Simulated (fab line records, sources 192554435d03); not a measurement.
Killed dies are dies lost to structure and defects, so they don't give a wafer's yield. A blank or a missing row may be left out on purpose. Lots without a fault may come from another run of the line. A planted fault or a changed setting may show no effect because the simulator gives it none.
Split-lot experiment | flow n5_finfet | 7 lots, 39 wafers read, on a route of 1938 steps

THE SPLIT
At N5_MIM_BOT_LITHO_DEVELOP_07 (develop time 60 s), the setting develop_time_s was moved away from the recipe's 60 s on 12 of the 39 wafers read, by -55.0% to +52.5%. The other wafers ran this setting at the recipe's value.

FROM THE SPLIT TO THE READING: what the file shows between them, 1 step
- N5_MIM_BOT_LITHO_HARDBAKE_09: time 120 s

THE READING
cd_nm, in nm, at N5_MIM_BOT_LITHO_CD_MEAS_08 (target cd 3000 nm). Fault-free wafers of this fab line usually give 3002.4 nm, standard deviation 1.6 nm.

wafer  | tool, chamber at the split | develop_time_s as run, s | against the recipe | cd_nm, nm | against lot-mates on the recipe
L074.1 | litho_track-04, 0          | 60                       | recipe             | 3004.5    | -
L074.2 | litho_track-04, 0          | 27.58                    | -54.0%             | 2988.0    | -14.7
L074.3 | litho_track-04, 0          | 60                       | recipe             | 3001.7    | -
L074.4 | litho_track-04, 0          | 27.58                    | -54.0%             | 2986.3    | -16.4
L074.5 | litho_track-04, 0          | 60                       | recipe             | 3001.9    | -
L074.6 | litho_track-04, 0          | 27.58                    | -54.0%             | 2988.8    | -13.9
L075.1 | litho_track-01, 0          | 60                       | recipe             | 3001.6    | -
L075.2 | litho_track-01, 0          | 60                       | recipe             | 3000.9    | -
L075.3 | litho_track-01, 0          | 91.48                    | +52.5%             | 3011.2    | +10.1
L075.4 | litho_track-01, 0          | 60                       | recipe             | 3000.8    | -
L075.5 | litho_track-01, 0          | 91.48                    | +52.5%             | 3007.7    | +6.6
L075.6 | litho_track-01, 0          | 91.48                    | +52.5%             | 3010.4    | +9.3
L082.1 | litho_track-01, 0          | 35.94                    | -40.1%             | 2993.9    | -9.2
L082.2 | litho_track-01, 0          | 60                       | recipe             | 3005.9    | -
L082.3 | litho_track-01, 0          | 35.94                    | -40.1%             | 2994.6    | -8.5
L082.4 | litho_track-01, 0          | 60                       | recipe             | 3000.5    | -
L082.5 | litho_track-01, 0          | 35.94                    | -40.1%             | 2994.0    | -9.1
L082.6 | litho_track-01, 0          | 60                       | recipe             | 3002.9    | -
L089.1 | litho_track-04, 0          | 60                       | recipe             | 3001.7    | -
L089.2 | litho_track-04, 0          | 60                       | recipe             | 3002.3    | -
L089.3 | litho_track-04, 0          | 60                       | recipe             | 3002.4    | -
L089.4 | litho_track-04, 0          | 60                       | recipe             | 3003.9    | -
L089.5 | litho_track-04, 0          | 60                       | recipe             | 2999.3    | -
L089.6 | litho_track-04, 0          | 60                       | recipe             | 3001.8    | -
L087.1 | litho_track-04, 0          | 26.98                    | -55.0%             | 2986.5    | -15.5
L087.2 | litho_track-04, 0          | 60                       | recipe             | 3000.3    | -
L087.3 | litho_track-04, 0          | 26.98                    | -55.0%             | 2986.1    | -15.9
L087.4 | litho_track-04, 0          | 26.98                    | -55.0%             | 2988.3    | -13.7
L087.5 | litho_track-04, 0          | 60                       | recipe             | 3004.7    | -
L087.6 | litho_track-04, 0          | 60                       | recipe             | 3001.1    | -
L088.1 | litho_track-02, 0          | 60                       | recipe             | 3003.2    | -
L088.2 | litho_track-02, 0          | 60                       | recipe             | 3002.9    | -
L088.3 | litho_track-02, 0          | 60                       | recipe             | 3003.8    | -
L088.4 | litho_track-02, 0          | 60                       | recipe             | 3001.5    | -
L088.5 | litho_track-02, 0          | 60                       | recipe             | 3000.7    | -
L088.6 | litho_track-02, 0          | 60                       | recipe             | 3003.7    | -
L094.1 | litho_track-04, 0          | 60                       | recipe             | 3000.6    | -
L094.3 | litho_track-04, 0          | 60                       | recipe             | 3004.5    | -
L094.4 | litho_track-04, 0          | 60                       | recipe             | 3005.4    | -

THE FIT
A straight line over all 39 wafers: cd_nm changes by +0.222 nm for each +1% of develop_time_s; r = +0.94; the points scatter about the line by 2.2 nm.
The same after taking each lot's own level away (the mean of its wafers on the recipe; 39 wafers): +0.232 nm for each +1%; r = +0.96; scatter 1.9 nm.
On that fit, the largest move of develop_time_s shifts the reading by 13 nm.
The lots' own levels span 3001.10 to 3003.50 nm, that is 1.5 times the standard deviation above.
So the lot-to-lot level changes the slope little: the two slopes agree.
Check: with one of the wafers moved furthest among these (-55.0%) left out of the fit, the line predicts -13.1 nm for it against its lot-mates. It came out at -15.5 nm against them.

OTHER SPLITS ON THESE WAFERS
These wafers also went through other splits before the reading. Each is held against what the fit with the lots' levels taken away leaves over:
other split on the same wafers            | wafers away from the commonest value | r with cd_nm (lot level and that fit taken away)
N5_FIN_SAQP_HM_DEP_03 time_s              | 9                                    | +0.07
N5_DUMMY_GATE_ETCH_32 time_s              | 12                                   | -0.02
N5_MOL_CONTACT_COAG_ALD_133 ald_cycles    | 12                                   | -0.18
N5_BEOL_M0_TRENCH_ETCH_107 target_depth_a | 9                                    | -0.01
N5_BEOL_M6_ALD_77 ald_cycles              | 15                                   | +0.30
N5_BEOL_M12_DEP_53 target_thk_a           | 18                                   | -0.06

THE FILE'S OWN FIT
cd_nm changes by +0.238 nm for each +1% of develop_time_s, r = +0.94.
